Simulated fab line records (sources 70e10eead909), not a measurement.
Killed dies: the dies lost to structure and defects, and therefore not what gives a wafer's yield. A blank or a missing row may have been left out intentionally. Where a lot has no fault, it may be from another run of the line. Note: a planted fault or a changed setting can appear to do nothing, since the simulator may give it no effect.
Chamber matching / flow nand_harc / rie_diel-12 running NHARC_P_M1_STRIP_18: 4 sister chambers
The step strips in N2/H2. 8 wafers are shown with their chamber, then 11 later ones without.

WAFERS PAIRED WITH THEIR CHAMBERS
wafer=L082.4; chamber=0; drypump_motor_current_A (A)=5.9; oes_product_au (a.u.)=1.004
wafer=L083.4; chamber=1; drypump_motor_current_A (A)=5.8; oes_product_au (a.u.)=1.000
wafer=L087.1; chamber=3; drypump_motor_current_A (A)=5.2; oes_product_au (a.u.)=1.001
wafer=L087.3; chamber=0; drypump_motor_current_A (A)=5.9; oes_product_au (a.u.)=1.024
wafer=L086.1; chamber=3; drypump_motor_current_A (A)=5.2; oes_product_au (a.u.)=1.008
wafer=L086.2; chamber=1; drypump_motor_current_A (A)=5.8; oes_product_au (a.u.)=1.008
wafer=L086.4; chamber=2; drypump_motor_current_A (A)=5.4; oes_product_au (a.u.)=1.010
wafer=L089.4; chamber=2; drypump_motor_current_A (A)=5.3; oes_product_au (a.u.)=0.998

WAFERS WHOSE CHAMBER IS MISSING
wafer=L089.5; drypump_motor_current_A (A)=5.9; oes_product_au (a.u.)=1.001
wafer=L089.6; drypump_motor_current_A (A)=5.8; oes_product_au (a.u.)=0.994
wafer=L091.2; drypump_motor_current_A (A)=5.2; oes_product_au (a.u.)=1.003
wafer=L091.3; drypump_motor_current_A (A)=5.8; oes_product_au (a.u.)=0.996
wafer=L091.6; drypump_motor_current_A (A)=5.2; oes_product_au (a.u.)=1.007
wafer=L093.2; drypump_motor_current_A (A)=5.8; oes_product_au (a.u.)=0.994
wafer=L093.5; drypump_motor_current_A (A)=5.4; oes_product_au (a.u.)=0.990
wafer=L093.6; drypump_motor_current_A (A)=5.2; oes_product_au (a.u.)=1.021
wafer=L097.4; drypump_motor_current_A (A)=5.9; oes_product_au (a.u.)=0.992
wafer=L097.5; drypump_motor_current_A (A)=5.8; oes_product_au (a.u.)=0.984
wafer=L097.6; drypump_motor_current_A (A)=5.4; oes_product_au (a.u.)=0.991

WHICH CHAMBER EACH ONE RAN IN
wafer=L089.5; from the rows above=can't be placed: 0 or 1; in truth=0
wafer=L089.6; from the rows above=1; in truth=1
wafer=L091.2; from the rows above=3; in truth=3
wafer=L091.3; from the rows above=1; in truth=1
wafer=L091.6; from the rows above=3; in truth=3
wafer=L093.2; from the rows above=1; in truth=1
wafer=L093.5; from the rows above=2; in truth=2
wafer=L093.6; from the rows above=3; in truth=3
wafer=L097.4; from the rows above=can't be placed: 0 or 1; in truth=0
wafer=L097.5; from the rows above=1; in truth=1
wafer=L097.6; from the rows above=2; in truth=2
Correctly placed: 9 of 11. From these rows, 2 cannot be placed; in 2 the true chamber is one of the candidates. 0 placed wrongly.
How it was worked out, from the rows above alone: a wafer's distance from a chamber is the root of the sum, over the readings, of the square of ((its reading less the chamber's mean) divided by the reading's scatter). The wafer belongs to the nearest chamber; if the next one is less than 2 further off, it can't be placed. For every chamber, the mean is computed from those of its wafers that are shown. The scatter: take each reading less its chamber's mean, square it, sum over the shown wafers, divide by the number of wafers less the number of chambers, and take the root.
